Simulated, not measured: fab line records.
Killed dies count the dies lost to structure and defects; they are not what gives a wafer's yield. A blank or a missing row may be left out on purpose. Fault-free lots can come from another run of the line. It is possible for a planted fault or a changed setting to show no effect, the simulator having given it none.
Matching of chambers / flow n5Finfet / rieDiel-04 running N5_PASSIVATION_DESCUM_32: 4 sister chambers
The step chemistry O2, time 7.9 s. 22 wafers are shown with their chamber, then 11 later ones without.

WAFERS, EACH WITH ITS CHAMBER
wafer=L074.1; chamber=3; drypumpMotorCurrentA (A)=5.1; showerheadPlenumPTorr (Torr)=2.14; throttleValvePct (%)=20.33
wafer=L074.3; chamber=1; drypumpMotorCurrentA (A)=5.6; showerheadPlenumPTorr (Torr)=2.03; throttleValvePct (%)=20.61
wafer=L074.5; chamber=0; drypumpMotorCurrentA (A)=6.1; showerheadPlenumPTorr (Torr)=2.22; throttleValvePct (%)=20.29
wafer=L076.4; chamber=1; drypumpMotorCurrentA (A)=5.6; showerheadPlenumPTorr (Torr)=2.02; throttleValvePct (%)=20.63
wafer=L076.5; chamber=2; drypumpMotorCurrentA (A)=5.2; showerheadPlenumPTorr (Torr)=2.05; throttleValvePct (%)=20.10
wafer=L076.6; chamber=1; drypumpMotorCurrentA (A)=5.6; showerheadPlenumPTorr (Torr)=2.02; throttleValvePct (%)=20.62
wafer=L079.1; chamber=1; drypumpMotorCurrentA (A)=5.6; showerheadPlenumPTorr (Torr)=2.02; throttleValvePct (%)=20.63
wafer=L079.3; chamber=0; drypumpMotorCurrentA (A)=6.1; showerheadPlenumPTorr (Torr)=2.21; throttleValvePct (%)=20.31
wafer=L079.4; chamber=3; drypumpMotorCurrentA (A)=5.1; showerheadPlenumPTorr (Torr)=2.14; throttleValvePct (%)=20.35
wafer=L083.2; chamber=2; drypumpMotorCurrentA (A)=5.2; showerheadPlenumPTorr (Torr)=2.04; throttleValvePct (%)=20.16
wafer=L083.3; chamber=1; drypumpMotorCurrentA (A)=5.6; showerheadPlenumPTorr (Torr)=2.01; throttleValvePct (%)=20.69
wafer=L083.4; chamber=3; drypumpMotorCurrentA (A)=5.1; showerheadPlenumPTorr (Torr)=2.13; throttleValvePct (%)=20.39
wafer=L090.3; chamber=0; drypumpMotorCurrentA (A)=6.1; showerheadPlenumPTorr (Torr)=2.20; throttleValvePct (%)=20.35
wafer=L090.5; chamber=2; drypumpMotorCurrentA (A)=5.2; showerheadPlenumPTorr (Torr)=2.03; throttleValvePct (%)=20.16
wafer=L090.6; chamber=3; drypumpMotorCurrentA (A)=5.1; showerheadPlenumPTorr (Torr)=2.13; throttleValvePct (%)=20.40
wafer=L087.2; chamber=2; drypumpMotorCurrentA (A)=5.1; showerheadPlenumPTorr (Torr)=2.03; throttleValvePct (%)=20.16
wafer=L087.4; chamber=3; drypumpMotorCurrentA (A)=5.1; showerheadPlenumPTorr (Torr)=2.12; throttleValvePct (%)=20.40
wafer=L087.6; chamber=2; drypumpMotorCurrentA (A)=5.1; showerheadPlenumPTorr (Torr)=2.03; throttleValvePct (%)=20.16
wafer=L088.2; chamber=2; drypumpMotorCurrentA (A)=5.2; showerheadPlenumPTorr (Torr)=2.03; throttleValvePct (%)=20.18
wafer=L088.5; chamber=2; drypumpMotorCurrentA (A)=5.2; showerheadPlenumPTorr (Torr)=2.03; throttleValvePct (%)=20.18
wafer=L088.6; chamber=3; drypumpMotorCurrentA (A)=5.1; showerheadPlenumPTorr (Torr)=2.12; throttleValvePct (%)=20.40
wafer=L095.4; chamber=3; drypumpMotorCurrentA (A)=5.1; showerheadPlenumPTorr (Torr)=2.12; throttleValvePct (%)=20.40

SIGNATURES (averages over the wafers above)
reading=drypumpMotorCurrentA; chamber 0=6.100; chamber 1=5.600; chamber 2=5.171; chamber 3=5.100; scatter within a chamber=0.0282
reading=showerheadPlenumPTorr; chamber 0=2.2100; chamber 1=2.0200; chamber 2=2.0343; chamber 3=2.1286; scatter within a chamber=0.00836
reading=throttleValvePct; chamber 0=20.3167; chamber 1=20.6360; chamber 2=20.1571; chamber 3=20.3814; scatter within a chamber=0.0291
Rule: distance of a wafer from a chamber = root of the sum over the readings of ((wafer's reading minus chamber's mean) / reading's scatter) squared. The wafer belongs to the nearest chamber; if the next one is less than 2 further off, it can't be placed. The scatter is the square root of a quotient: the sum, over the shown wafers, of each reading's squared deviation from its chamber's mean, divided by wafers minus chambers.

WAFERS WHOSE CHAMBER IS MISSING
wafer=L095.5; drypumpMotorCurrentA (A)=5.2; showerheadPlenumPTorr (Torr)=2.12; throttleValvePct (%)=20.43
wafer=L095.6; drypumpMotorCurrentA (A)=5.1; showerheadPlenumPTorr (Torr)=2.03; throttleValvePct (%)=20.18
wafer=L097.3; drypumpMotorCurrentA (A)=5.1; showerheadPlenumPTorr (Torr)=2.12; throttleValvePct (%)=20.42
wafer=L097.4; drypumpMotorCurrentA (A)=6.1; showerheadPlenumPTorr (Torr)=2.20; throttleValvePct (%)=20.37
wafer=L097.5; drypumpMotorCurrentA (A)=5.2; showerheadPlenumPTorr (Torr)=2.03; throttleValvePct (%)=20.19
wafer=L094.1; drypumpMotorCurrentA (A)=5.2; showerheadPlenumPTorr (Torr)=2.03; throttleValvePct (%)=20.20
wafer=L094.5; drypumpMotorCurrentA (A)=5.1; showerheadPlenumPTorr (Torr)=2.12; throttleValvePct (%)=20.44
wafer=L094.6; drypumpMotorCurrentA (A)=5.2; showerheadPlenumPTorr (Torr)=2.02; throttleValvePct (%)=20.20
wafer=L096.3; drypumpMotorCurrentA (A)=6.1; showerheadPlenumPTorr (Torr)=2.19; throttleValvePct (%)=20.40
wafer=L096.4; drypumpMotorCurrentA (A)=5.6; showerheadPlenumPTorr (Torr)=2.00; throttleValvePct (%)=20.71
wafer=L096.6; drypumpMotorCurrentA (A)=6.1; showerheadPlenumPTorr (Torr)=2.19; throttleValvePct (%)=20.40

EACH ONE'S CHAMBER
wafer=L095.5; from the rows above=3; in truth=3
wafer=L095.6; from the rows above=2; in truth=2
wafer=L097.3; from the rows above=3; in truth=3
wafer=L097.4; from the rows above=0; in truth=0
wafer=L097.5; from the rows above=2; in truth=2
wafer=L094.1; from the rows above=2; in truth=2
wafer=L094.5; from the rows above=3; in truth=3
wafer=L094.6; from the rows above=2; in truth=2
wafer=L096.3; from the rows above=0; in truth=0
wafer=L096.4; from the rows above=1; in truth=1
wafer=L096.6; from the rows above=0; in truth=0
Placed correctly: 11 of 11. Can't be placed from these rows: 0. 0 placed wrongly.
